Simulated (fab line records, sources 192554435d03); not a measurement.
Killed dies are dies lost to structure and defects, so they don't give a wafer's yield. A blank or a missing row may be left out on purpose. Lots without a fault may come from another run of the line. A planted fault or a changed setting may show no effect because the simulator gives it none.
Split-lot experiment | flow n5_finfet | 7 lots, 21 wafers read, on a route of 1938 steps

THE SPLIT
At N5_HKMG_FIN_ETCH_55 (etches SOC in N2/H2, target depth 240 nm, time 300 s), the setting bias_w was moved away from the recipe's 150 W on 5 of the 21 wafers read, by -13.1% to +10.7%. The other wafers ran this setting at the recipe's value.

The reading is taken at the split's own step.

THE READING
rf_vpp_V, in V, at N5_HKMG_FIN_ETCH_55 (etches SOC in N2/H2, target depth 240 nm, time 300 s). Fault-free wafers of this fab line usually give 525.1 V, standard deviation 2.2 V.

wafer  | tool, chamber at the split | bias_w as run, W | against the recipe | rf_vpp_V, V | against lot-mates on the recipe
L075.2 | rie_diel-04, 1             | 166              | +10.7%             | 559.0       | +30.9
L075.3 | rie_diel-04, 2             | 150              | recipe             | 528.1       | -
L075.4 | rie_diel-04, 0             | 166              | +10.7%             | 554.0       | +25.9
L080.1 | rie_diel-04, 2             | 150              | recipe             | 526.8       | -
L080.2 | rie_diel-04, 0             | 150              | recipe             | 518.6       | -
L080.6 | rie_diel-04, 0             | 137.8            | -8.1%              | 492.3       | -30.4
L084.1 | rie_diel-06, 2             | 150              | recipe             | 527.4       | -
L084.2 | rie_diel-06, 3             | 150              | recipe             | 523.2       | -
L084.6 | rie_diel-06, 2             | 150              | recipe             | 526.7       | -
L085.1 | rie_diel-01, 1             | 150              | recipe             | 524.2       | -
L085.3 | rie_diel-01, 3             | 150              | recipe             | 524.6       | -
L085.4 | rie_diel-01, 0             | 150              | recipe             | 527.6       | -
L088.1 | rie_diel-01, 1             | 150              | recipe             | 524.0       | -
L088.2 | rie_diel-01, 0             | 150              | recipe             | 527.9       | -
L088.3 | rie_diel-01, 2             | 150              | recipe             | 521.5       | -
L091.2 | rie_diel-04, 1             | 150              | recipe             | 523.8       | -
L091.3 | rie_diel-04, 0             | 130.4            | -13.1%             | 483.6       | -40.2
L091.4 | rie_diel-04, 2             | 130.4            | -13.1%             | 480.9       | -42.9
L092.2 | rie_diel-01, 3             | 150              | recipe             | 524.2       | -
L092.4 | rie_diel-01, 1             | 150              | recipe             | 524.4       | -
L092.6 | rie_diel-01, 0             | 150              | recipe             | 526.5       | -

THE FIT
A straight line over all 21 wafers: rf_vpp_V changes by +3.22 V for each +1% of bias_w; r = +0.99; the points scatter about the line by 3 V.
The same after taking each lot's own level away (the mean of its wafers on the recipe; 21 wafers): +3.04 V for each +1%; r = +0.99; scatter 2.8 V.
On that fit, the largest move of bias_w shifts the reading by 40 V.
The lots' own levels span 522.70 to 528.10 V, that is 2.5 times the standard deviation above.
So the lot-to-lot level changes the slope little: the two slopes agree.
Check: with one of the wafers moved furthest among these (-13.1%) left out of the fit, the line predicts -40.6 V for it against its lot-mates. It came out at -40.2 V against them.
Tool readings at the split's step, against how far the setting was moved: rf_vpp_V r = +0.99.

OTHER SPLITS ON THESE WAFERS
These wafers also went through other splits before the reading. Each is held against what the fit with the lots' levels taken away leaves over:
other split on the same wafers | wafers away from the commonest value | r with rf_vpp_V (lot level and that fit taken away)
N5_DUMMY_GATE_COAT_28 spin_rpm | 5                                    | -0.06
N5_SD_EPI_N_PEB_07 peb_time_s  | 9                                    | -0.28
N5_SDB_CUT_ETCH_26 icp_w       | 6                                    | +0.31
N5_SDB_ALD_29 ald_cycles       | 3                                    | -0.15
N5_HKMG_FIN_ETCH_54 source_w   | 7                                    | -0.10

THE WHOLE CHAIN: every reading that the file lists as answering this split, in the file's order
step                | what it does                                         | reading                                                                           | change (the file's fit)               | r (the file's)
N5_HKMG_FIN_ETCH_55 | etches SOC in N2/H2, target depth 240 nm, time 300 s | rf_vpp_V                                                                          | +3.12 V for each +1% of the setting   | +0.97
N5_HKMG_FIN_ETCH_55 | etches SOC in N2/H2, target depth 240 nm, time 300 s | HKMG_FIN.feature_depth_nm (the simulator's own value, which no gauge read)        | +0.994 nm for each +1% of the setting | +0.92
N5_HKMG_FIN_ETCH_55 | etches SOC in N2/H2, target depth 240 nm, time 300 s | etch.depth_nm (the simulator's own value, which no gauge read)                    | +0.991 nm for each +1% of the setting | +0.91
N5_HKMG_FIN_ETCH_55 | etches SOC in N2/H2, target depth 240 nm, time 300 s | SiARC_of_HKMG_FIN_COAT_42.thk_nm (the simulator's own value, which no gauge read) | -0.149 nm for each +1% of the setting | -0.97

THE FILE'S OWN FIT
rf_vpp_V changes by +3.12 V for each +1% of bias_w, r = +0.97.
